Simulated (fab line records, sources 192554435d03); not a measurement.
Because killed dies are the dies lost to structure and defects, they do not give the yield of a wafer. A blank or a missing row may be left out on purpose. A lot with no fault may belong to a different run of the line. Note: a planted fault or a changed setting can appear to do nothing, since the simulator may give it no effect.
2 desks, one fault || flow n5-finfet || each desk holds nothing but its own numbers, with what lay behind them at the end

== TOOL OWNER'S DESK, pecvd-03 ==
The tool's own readings at N5_BEOL_M5_ILD_DEP_00 (deposits SiCOH lowk from DEMS/porogen, target thk 140.64 nm, time 25.9 s): means of the sampled wafers that have a number, for each lot that ran on this tool. The brackets show how far a lot's mean lies from the usual mean; more than 4 standard deviations puts the lot out of limits, marked OUT.
Columns: A = heater-power-w at N5_BEOL_M5_ILD_DEP_00, usual 381 W; B = showerhead-plenum-p-Torr at N5_BEOL_M5_ILD_DEP_00, usual 5.746 Torr; C = throttle-valve-pct at N5_BEOL_M5_ILD_DEP_00, usual 14.0 %
{"lot": "L872", "first seen here": "day 12 07:13", "A": 360, "B": 5.759, "C": 14.3}
{"lot": "L873", "first seen here": "day 12 12:41", "A": 423, "B": 5.749, "C": 14.4}
{"lot": "L876", "first seen here": "day 12 14:53", "A": 356, "B": 5.739, "C": 13.3}
{"lot": "L875", "first seen here": "day 13 01:11", "A": 367, "B": 5.764, "C": 15.4}
This desk's verdict: no lot among the 4 shows anything out of limits.

== METROLOGY DESK ==
Lot by lot, what the gauges showed, no matter which tool ran the lot: averages of those sampled wafers that carry a number. The brackets show how far a lot's mean lies from the usual mean; more than 4 standard deviations puts the lot out of limits, marked OUT. It has 11 readings, of which 7 appear: the earliest out of limits, and the ones furthest out on some lot.
Columns: A = IOFF_P at N5_BEOL_M4_RC_MEAS_101, usual 0.21 nA/um; B = ION_N at N5_BEOL_M4_RC_MEAS_101, usual 674 uA/um; C = ION_P at N5_BEOL_M4_RC_MEAS_101, usual 462 uA/um; D = SS_N at N5_BEOL_M4_RC_MEAS_101, usual 71.6 mV/dec; E = VT_N at N5_BEOL_M4_RC_MEAS_101, usual 250 mV; F = VT_P at N5_BEOL_M4_RC_MEAS_101, usual -250 mV; G = M5_ILD_THK at N5_BEOL_M5_THK_MEAS_01, usual 119.9 nm
{"lot": "L872", "first seen here": "day 12 06:25", "A": 0.22, "B": 656, "C": 455, "D": 71.7, "E": 253, "F": -248, "G": 119.6}
{"lot": "L873", "first seen here": "day 12 12:02", "A": 0.21, "B": 675, "C": 460, "D": 71.4, "E": 251, "F": -254, "G": "69.6 (-31) OUT"}
{"lot": "L876", "first seen here": "day 12 14:14", "A": 0.19, "B": 657, "C": 448, "D": 72.7, "E": 254, "F": -255, "G": "70.0 (-31) OUT"}
{"lot": "L875", "first seen here": "day 13 00:32", "A": 0.20, "B": 686, "C": 464, "D": 71.4, "E": 248, "F": -251, "G": "67.8 (-33) OUT"}
{"lot": "L883", "first seen here": "day 15 09:59", "A": 0.30, "B": 686, "C": 471, "D": 72.6, "E": 246, "F": -244, "G": 119.4}
This desk's result: L873, L875, L876 out of limits, first on L873 (M5_ILD_THK at N5_BEOL_M5_THK_MEAS_01), day 12 13:16. L872, L883: within limits.

== BROUGHT TOGETHER ==
At day 12 13:16 the metrology desk could have sounded an alarm, on L873, L875, L876.
Nothing out of limits was seen by the tool owner's desk.
On record at the tool owner's desk: L873, L875, L876, within its limits.
All the named lots went through N5_BEOL_M5_ILD_DEP_00 on pecvd-03.

== WHAT THE SIMULATOR PUT IN ==
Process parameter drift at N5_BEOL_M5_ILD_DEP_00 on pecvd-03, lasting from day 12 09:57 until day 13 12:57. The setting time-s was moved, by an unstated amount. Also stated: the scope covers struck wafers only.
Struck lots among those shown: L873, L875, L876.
Per desk, hours elapsed from the start of the fault to the first reading out of limits: for the metrology desk, 3.
